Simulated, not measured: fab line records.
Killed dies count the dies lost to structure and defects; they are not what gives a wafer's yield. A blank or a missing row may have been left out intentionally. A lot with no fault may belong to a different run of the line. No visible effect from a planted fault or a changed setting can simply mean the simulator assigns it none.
Which of the tools did it? -- flow n5 finfet -- 72 wafers from 24 lots sampled at 3 of the route's 1938 steps

## WHAT THE GAUGES SHOWED, per wafer
N5_BEOL_M4_THK_MEAS_01. Usual: for M4_ILD_THK the level is 79.0 nm and the standard deviation is 1.1.
lot,measured,on,M4_ILD_THK (nm),flag
L074,day 7 03:32,film metro-02,78.3 80.7 79.7,
L075,day 7 14:44,film metro-01,78.8 80.1 78.4,
L076,day 8 11:02,film metro-02,75.6 79.3 78.8,
L077,day 8 17:35,film metro-02,78.2 80.2 81.7,
L078,day 8 23:33,film metro-01,79.0 77.8 80.3,
L080,day 9 07:28,film metro-02,78.5 76.0 79.4,
L079,day 9 07:43,film metro-02,78.2 78.9 78.8,
L082,day 9 12:25,film metro-02,80.2 81.4 79.2,
L081,day 9 20:31,film metro-01,78.5 80.2 78.3,
L085,day 10 02:14,film metro-01,77.5 78.1 80.7,
L083,day 10 08:09,film metro-01,79.4 80.0 79.7,
L084,day 10 13:51,film metro-02,78.6 80.6 80.4,
L086,day 10 18:01,film metro-01,78.6 77.9 78.9,
L088,day 10 22:01,film metro-01,79.4 80.1 80.4,
L087,day 11 02:13,film metro-01,78.5 78.4 78.9,
L089,day 11 06:42,film metro-02,80.3 80.4 79.7,
L090,day 12 01:13,film metro-01,77.6 77.0 79.7,
L091,day 12 03:05,film metro-02,78.2 80.5 81.4,
L093,day 12 05:03,film metro-02,78.5 78.6 80.1,
L092,day 12 08:06,film metro-02,77.6 79.3 79.1,
L094,day 12 11:46,film metro-01,78.5 80.4 79.5,
L095,day 13 17:07,film metro-01,79.1 79.1 77.8,
L096,day 13 18:20,film metro-02,76.9 78.8 78.7,
L097,day 13 19:58,film metro-01,77.0 78.2 79.9,

N5_BEOL_M4_CD_MEAS_35: target cd 18 nm, target cd y 22.4 nm. Usual: cd nm 18.0 nm, standard deviation 0.35.
lot,measured,on,cd nm (nm),flag
L074,day 7 10:53,cd sem-01,17.8 17.3 17.5,
L075,day 8 16:36,cd sem-01,18.0 18.5 18.2,
L076,day 8 19:05,cd sem-01,17.9 18.2 18.0,
L077,day 8 22:44,cd sem-01,17.7 18.6 17.7,
L078,day 9 06:36,cd sem-01,17.8 18.0 17.6,
L080,day 9 18:38,cd sem-02,17.8 17.6 17.6,
L079,day 9 22:11,cd sem-02,17.9 17.6 18.0,
L082,day 9 22:40,cd sem-01,18.2 18.7 18.2,
L081,day 10 03:44,cd sem-03,18.2 17.5 18.7,
L085,day 10 07:16,cd sem-03,18.0 18.3 18.6,
L083,day 10 22:26,cd sem-02,18.1 18.3 18.4,
L084,day 10 22:28,cd sem-01,17.7 17.9 17.7,
L086,day 11 03:50,cd sem-01,17.4 17.6 18.0,
L088,day 11 06:07,cd sem-02,17.9 18.2 17.7,
L087,day 11 06:14,cd sem-03,17.9 18.4 18.2,
L089,day 11 20:37,cd sem-01,17.6 17.4 17.7,
L090,day 12 07:24,cd sem-01,17.5 17.5 17.7,
L091,day 12 11:50,cd sem-01,18.0 18.5 18.5,
L093,day 12 12:07,cd sem-01,17.8 17.9 17.9,
L092,day 12 18:46,cd sem-01,17.8 18.0 17.6,
L094,day 12 18:47,cd sem-03,18.5 17.6 17.8,
L095,day 14 00:43,cd sem-03,18.7 18.3 17.7,
L096,day 14 03:41,cd sem-03,17.8 18.1 18.0,
L097,day 14 00:45,cd sem-01,18.8 18.4 18.7,

## TOOL THAT RAN EACH LOT (tool first, then ch and the chambers of the sampled wafers, then the start)
lot,N5_BEOL_M3_ANNEAL_95
L074,"pvd sputter-01, day 7 02:13"
L075,"pvd sputter-03, day 7 13:25"
L076,"pvd sputter-03, day 8 09:43"
L077,"pvd sputter-03, day 8 16:16"
L078,"pvd sputter-02, day 8 22:10"
L080,"pvd sputter-03, day 9 06:10"
L079,"pvd sputter-01, day 9 06:24"
L082,"pvd sputter-02, day 9 11:05"
L081,"pvd sputter-01, day 9 19:11"
L085,"pvd sputter-01, day 10 00:46"
L083,"pvd sputter-03, day 10 06:34"
L084,"pvd sputter-01, day 10 12:17"
L086,"pvd sputter-02, day 10 16:43"
L088,"pvd sputter-01, day 10 20:42"
L087,"pvd sputter-01, day 11 00:52"
L089,"pvd sputter-03, day 11 05:22"
L090,"pvd sputter-03, day 11 23:52"
L091,"pvd sputter-01, day 12 01:44"
L093,"pvd sputter-01, day 12 03:35"
L092,"pvd sputter-03, day 12 06:45"
L094,"pvd sputter-01, day 12 10:26"
L095,"pvd sputter-03, day 13 15:19"
L096,"pvd sputter-01, day 13 16:32"
L097,"pvd sputter-02, day 13 18:39"
- N5_BEOL_M3_ANNEAL_95: time 240 s.

## WHAT THE TOOLS THEMSELVES READ (means of the sampled wafers that have a number; where no wafer has one, the mark that the record gives instead)
N5_BEOL_M3_ANNEAL_95. Usual: heater power w 846 W, standard deviation 65.
lot,tool,heater power w (W),flag
L074,pvd sputter-01,847,
L075,pvd sputter-03,841,
L076,pvd sputter-03,829,
L077,pvd sputter-03,900,
L078,pvd sputter-02,874,
L080,pvd sputter-03,863,
L079,pvd sputter-01,815,
L082,pvd sputter-02,944,
L081,pvd sputter-01,807,
L085,pvd sputter-01,844,
L083,pvd sputter-03,847,
L084,pvd sputter-01,794,
L086,pvd sputter-02,895,
L088,pvd sputter-01,805,
L087,pvd sputter-01,816,
L089,pvd sputter-03,843,
L090,pvd sputter-03,830,
L091,pvd sputter-01,888,
L093,pvd sputter-01,870,
L092,pvd sputter-03,838,
L094,pvd sputter-01,831,
L095,pvd sputter-03,834,
L096,pvd sputter-01,865,
L097,pvd sputter-02,968,

## THE ANSWER, worked out from the rows above alone
Rule: a lot is off if the mean of its wafers that have a number lies more than 3 standard deviations from the usual mean. Also off: a lot with no number at a reading for which 4 or more lots have one. The other lots that the step has rows for count as sound. The gauges are gone through in route order, then the tools' own readings, and for those a lot's mean is taken as printed above. The first step at which some lot is off is used, and at that step the reading that is off furthest; a lot without a number counts as furthest.
None of the lots is off at any reading shown; this tells nothing.

## WHAT HAD BEEN PUT IN BY THE SIMULATOR
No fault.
